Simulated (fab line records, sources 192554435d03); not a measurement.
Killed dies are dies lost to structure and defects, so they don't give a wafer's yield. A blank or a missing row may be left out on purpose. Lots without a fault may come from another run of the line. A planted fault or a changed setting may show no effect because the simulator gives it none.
Split-lot experiment | flow n5_finfet | 7 lots, 39 wafers read, on a route of 1938 steps

THE SPLIT
At N5_HKMG_FIN_ALD_71 (deposits TiN, target thk 1 nm, pulse time 1 s, purge time 3 s), the setting ald_cycles was moved away from the recipe's 47 on 18 of the 39 wafers read, by -25.5% to +59.6%. The other wafers ran this setting at the recipe's value.

The reading is taken at the split's own step.

THE READING
TiN_of_HKMG_FIN_ALD_71.thk_nm (the simulator's own value, which no gauge read), in nm, at N5_HKMG_FIN_ALD_71 (deposits TiN, target thk 1 nm, pulse time 1 s, purge time 3 s). The file gives no usual value for it.

wafer  | tool, chamber at the split | ald_cycles as run | against the recipe | TiN_of_HKMG_FIN_ALD_71.thk_nm, nm | against lot-mates on the recipe
L074.1 | ald_metal-04, 0,1,2        | 75                | +59.6%             | 1.6                               | +0.6
L074.2 | ald_metal-04, 0,1,2        | 75                | +59.6%             | 1.6                               | +0.6
L074.3 | ald_metal-04, 0,1,2        | 75                | +59.6%             | 1.6                               | +0.6
L074.4 | ald_metal-04, 3,1,0        | 47                | recipe             | 1                                 | -
L074.5 | ald_metal-04, 3,1,0        | 47                | recipe             | 1                                 | -
L074.6 | ald_metal-04, 3,1,0        | 47                | recipe             | 1                                 | -
L083.1 | ald_metal-03, 2,2,1        | 68                | +44.7%             | 1.4                               | +0.4
L083.5 | ald_metal-03, 2,2,1        | 68                | +44.7%             | 1.4                               | +0.4
L083.6 | ald_metal-03, 2,2,1        | 68                | +44.7%             | 1.4                               | +0.4
L083.2 | ald_metal-03, 1,3,0        | 47                | recipe             | 1                                 | -
L083.3 | ald_metal-03, 1,3,0        | 47                | recipe             | 1                                 | -
L083.4 | ald_metal-03, 1,3,0        | 47                | recipe             | 1                                 | -
L086.1 | ald_metal-04, 2,3,1        | 47                | recipe             | 1                                 | -
L086.3 | ald_metal-04, 2,3,1        | 47                | recipe             | 1                                 | -
L086.4 | ald_metal-04, 2,3,1        | 47                | recipe             | 1                                 | -
L086.2 | ald_metal-04, 0,3,2        | 67                | +42.6%             | 1.4                               | +0.4
L086.5 | ald_metal-04, 0,3,2        | 67                | +42.6%             | 1.4                               | +0.4
L086.6 | ald_metal-04, 0,3,2        | 67                | +42.6%             | 1.4                               | +0.4
L089.1 | ald_metal-04, 0,2          | 71                | +51.1%             | 1.6                               | +0.6
L089.3 | ald_metal-04, 0,2          | 71                | +51.1%             | 1.6                               | +0.6
L089.2 | ald_metal-04, 3,1,2        | 47                | recipe             | 1                                 | -
L089.4 | ald_metal-04, 3,1,2        | 47                | recipe             | 1                                 | -
L089.6 | ald_metal-04, 3,1,2        | 47                | recipe             | 1                                 | -
L089.5 | ald_metal-04, 1            | 71                | +51.1%             | 1.4                               | +0.4
L091.3 | ald_metal-04, 0,3,0        | 47                | recipe             | 1                                 | -
L091.4 | ald_metal-04, 0,3,0        | 47                | recipe             | 1                                 | -
L091.6 | ald_metal-04, 0,3,0        | 47                | recipe             | 1                                 | -
L096.1 | ald_metal-01, 3,0,3        | 35                | -25.5%             | 0.8                               | -0.2
L096.3 | ald_metal-01, 3,0,3        | 35                | -25.5%             | 0.8                               | -0.2
L096.5 | ald_metal-01, 3,0,3        | 35                | -25.5%             | 0.8                               | -0.2
L096.2 | ald_metal-01, 1,2,0        | 47                | recipe             | 1                                 | -
L096.4 | ald_metal-01, 1,2,0        | 47                | recipe             | 1                                 | -
L096.6 | ald_metal-01, 1,2,0        | 47                | recipe             | 1                                 | -
L097.1 | ald_metal-03, 2,0,1        | 47                | recipe             | 1                                 | -
L097.2 | ald_metal-03, 2,0,1        | 47                | recipe             | 1                                 | -
L097.5 | ald_metal-03, 2,0,1        | 47                | recipe             | 1                                 | -
L097.3 | ald_metal-03, 3,1,2        | 72                | +53.2%             | 1.6                               | +0.6
L097.4 | ald_metal-03, 3,1,2        | 72                | +53.2%             | 1.6                               | +0.6
L097.6 | ald_metal-03, 3,1,2        | 72                | +53.2%             | 1.6                               | +0.6
Where a row lists several chambers, the file gives one row for several wafers and doesn't say which wafer went through which chamber.

THE FIT
A straight line over all 39 wafers: TiN_of_HKMG_FIN_ALD_71.thk_nm changes by +0.0099 nm for each +1% of ald_cycles; r = +0.99; the points scatter about the line by 0.04 nm.
The same after taking each lot's own level away (the mean of its wafers on the recipe; 39 wafers): +0.0099 nm for each +1%; r = +0.99; scatter 0.04 nm.
On that fit, the largest move of ald_cycles shifts the reading by 0.59 nm.
The lots' own levels span 1.00 to 1.00 nm.
So the lot-to-lot level changes the slope little: the two slopes agree.
Check: with one of the wafers moved furthest among these (+59.6%) left out of the fit, the line predicts +0.597 nm for it against its lot-mates. It came out at +0.6 nm against them.

OTHER SPLITS ON THESE WAFERS
These wafers also went through other splits before the reading. Each is held against what the fit with the lots' levels taken away leaves over:
other split on the same wafers        | wafers away from the commonest value | r with TiN_of_HKMG_FIN_ALD_71.thk_nm (lot level and that fit taken away)
N5_ZERO_LAYER_ETCH_18 target_depth_a  | 15                                   | +0.02
N5_FIN_SAQP_DESCUM_21 time_s          | 15                                   | +0.19
N5_SD_EPI_N_DEVELOP_08 develop_time_s | 12                                   | +0.03

THE FILE'S OWN FIT
TiN_of_HKMG_FIN_ALD_71.thk_nm changes by +0.01 nm for each +1% of ald_cycles, r = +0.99.
